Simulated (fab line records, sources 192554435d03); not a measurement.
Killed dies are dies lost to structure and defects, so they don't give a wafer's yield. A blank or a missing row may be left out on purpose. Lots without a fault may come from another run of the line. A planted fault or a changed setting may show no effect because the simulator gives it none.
A struck lot beside a sound one | flow n5_finfet | 41 steps out of a route of 1938
Sound: wafers L152.3, L152.5, L152.6. Struck: wafers L161.3, L161.4, L161.6. The cause comes at the end.
At each step with rows: each side's tool, then ch and its chambers, then its first start. Under that, the readings that differ: sound wafers | struck wafers | difference of the means | sigmas: that difference in standard deviations of wafers without a fault.
alike: readings whose means differ by less than 2 such deviations, and words and numbers that are the same on both sides. not compared: withheld readings, readings that some wafer has no value for, bounds like >300 that may hide the same value, and numbers for which the record gives no deviation and whose values overlap.
The two part at a step that has a row with sigmas, a row that says differs or no value, or rows on one side only. Numbers that don't overlap but have no deviation are shown without sigmas and don't part them. A reading that every wafer of one side lacks parts them only if that side has two wafers or more.

first, 1 step without rows for these wafers: N5_BEOL_M1_STRIP_97 (strips in N2/H2, time 10 s).
N5_BEOL_M1_OCD_MEAS_38:
  sound on ocd-02, day 9 06:44; struck on ocd-02, day 10 15:58
  alike: trench_depth_nm
then, 4 steps without rows for these wafers: N5_BEOL_M1_HM_STRIP_39 (strips TiN in peroxide tin strip, target depth 25 nm, time 158 s); N5_BEOL_M1_SRD_40 (time 30 s); N5_BEOL_M1_PRECLEAN_42 (cleans in residue remover, time 60 s); N5_BEOL_M1_SRD_43 (time 30 s).
N5_BEOL_M1_CD_MEAS_35: target cd 18 nm, target cd y 21 nm.
  sound on cd_sem-02, day 9 06:53; struck on cd_sem-01, day 10 16:07
  alike: cd_nm
then, 5 steps without rows for these wafers: N5_BEOL_M1_DEGAS_44 (time 60 s); N5_BEOL_M1_PRE_CLEAN_45 (time 30 s); N5_BEOL_M1_ALD_84 (deposits TaN, pulse time 2 s, purge time 3 s, co reactant purge time 2 s); N5_BEOL_M1_SURFACE_TREAT_85; N5_BEOL_M1_CVD_47 (deposits Co from CCTBA/H2, target thk 3 nm, time 223.8 s).
N5_BEOL_M1_SPUTTER_48: material Cu, target thk 4.5 nm, time 8.29 s.
  sound on pvd_sputter-03, day 9 08:25; struck on pvd_sputter-02, day 10 18:35
  alike: throttle_valve_pct
N5_BEOL_M1_ANNEAL_49: time 240 s.
  sound on pvd_sputter-03, day 9 08:30; struck on pvd_sputter-02, day 10 18:40
  alike: heater_power_w
then, 2 steps without rows for these wafers: N5_BEOL_M1_SPUTTER_79 (material Cu, target thk 4.5 nm, time 8.29 s); N5_BEOL_M1_ANNEAL_80 (time 240 s).
N5_BEOL_M1_SPUTTER_81: material Cu, target thk 4.5 nm, time 8.29 s.
  sound on pvd_sputter-03, day 9 08:52; struck on pvd_sputter-02, day 10 19:01
  alike: throttle_valve_pct
then, 1 step without rows for these wafers: N5_BEOL_M1_ANNEAL_82 (time 240 s).
N5_BEOL_M1_SPUTTER_86: material Cu, target thk 4.5 nm, time 8.29 s.
  sound on pvd_sputter-03, day 9 09:05; struck on pvd_sputter-02, day 10 19:14
  alike: throttle_valve_pct
then, 3 steps without rows for these wafers: N5_BEOL_M1_ANNEAL_87 (time 240 s); N5_BEOL_M1_SPUTTER_88 (material Cu, target thk 4.5 nm, time 8.29 s); N5_BEOL_M1_ANNEAL_89 (time 240 s).
N5_BEOL_M1_SPUTTER_90: material Cu, target thk 4.5 nm, time 8.29 s.
  sound on pvd_sputter-03, day 9 09:31; struck on pvd_sputter-02, day 10 19:41
  alike: throttle_valve_pct
then, 13 steps without rows for these wafers: N5_BEOL_M1_ANNEAL_91 (time 240 s); N5_BEOL_M1_SPUTTER_92 (material Cu, target thk 4.5 nm, time 8.29 s); N5_BEOL_M1_ANNEAL_93 (time 240 s); N5_BEOL_M1_SPUTTER_94 (material Cu, target thk 4.5 nm, time 8.29 s); N5_BEOL_M1_ANNEAL_95 (time 240 s); N5_BEOL_M1_SPUTTER_96 (material Cu, target thk 4.5 nm, time 8.29 s); N5_BEOL_M1_ECD_50 (material Cu, target thk 300 nm); N5_BEOL_M1_ANNEAL_51 (time 90 s); N5_BEOL_M1_CMP_52 (polishes, stops on SiOC, t overpolish 6.8 s, target thk 40 nm); N5_BEOL_M1_PRE_CLEAN_60 (time 15 s); N5_BEOL_M1_CO_CAP_55 (material Co, precursor CCTBA/H2, target thk 2 nm, time 102.1 s); N5_BEOL_M1_PRE_CLEAN_56 (time 15 s); N5_BEOL_M1_DEP_57 (deposits SiCN from 3MS/NH3, target thk 8 nm, time 14 s).
N5_BEOL_M1_RS_MEAS_58: measures by four-point-probe.
  sound on film_metro-02, day 9 11:14; struck on film_metro-01, day 10 21:27
  alike: M1_RS
then, 1 step without rows for these wafers: N5_BEOL_M2_ILD_DEP_00 (deposits SiOC from DEMS/O2, target thk 79 nm, time 15.3 s).
N5_BEOL_M2_THK_MEAS_01:
  sound on film_metro-01, day 9 11:22; struck on film_metro-01, day 10 21:35
  alike: M2_ILD_THK
N5_BEOL_M2_PECVD_72: deposits SiO2 from TEOS/O2, target thk 16 nm, time 18 s.
  sound on pecvd-01 ch 0,1, day 9 11:25; struck on pecvd-01 ch 0,2, day 10 21:37
  alike: heater_power_outer_w, heater_power_w, showerhead_plenum_p_Torr, throttle_valve_pct
-- the record jumps here: 6 days lie between the struck wafers' starts before and after (it left off in module BEOL_M2 and takes up again in module PASSIVATION, whose first step shown is number 1936 of the route) --
N5_PASSIVATION_PROBE_49:
  the record has rows for the struck wafers here (prober-02, day 17 07:53) and none for the sound ones

WHERE THEY PART
Only at N5_PASSIVATION_PROBE_49, within this record.

WHY: what the simulator had put in
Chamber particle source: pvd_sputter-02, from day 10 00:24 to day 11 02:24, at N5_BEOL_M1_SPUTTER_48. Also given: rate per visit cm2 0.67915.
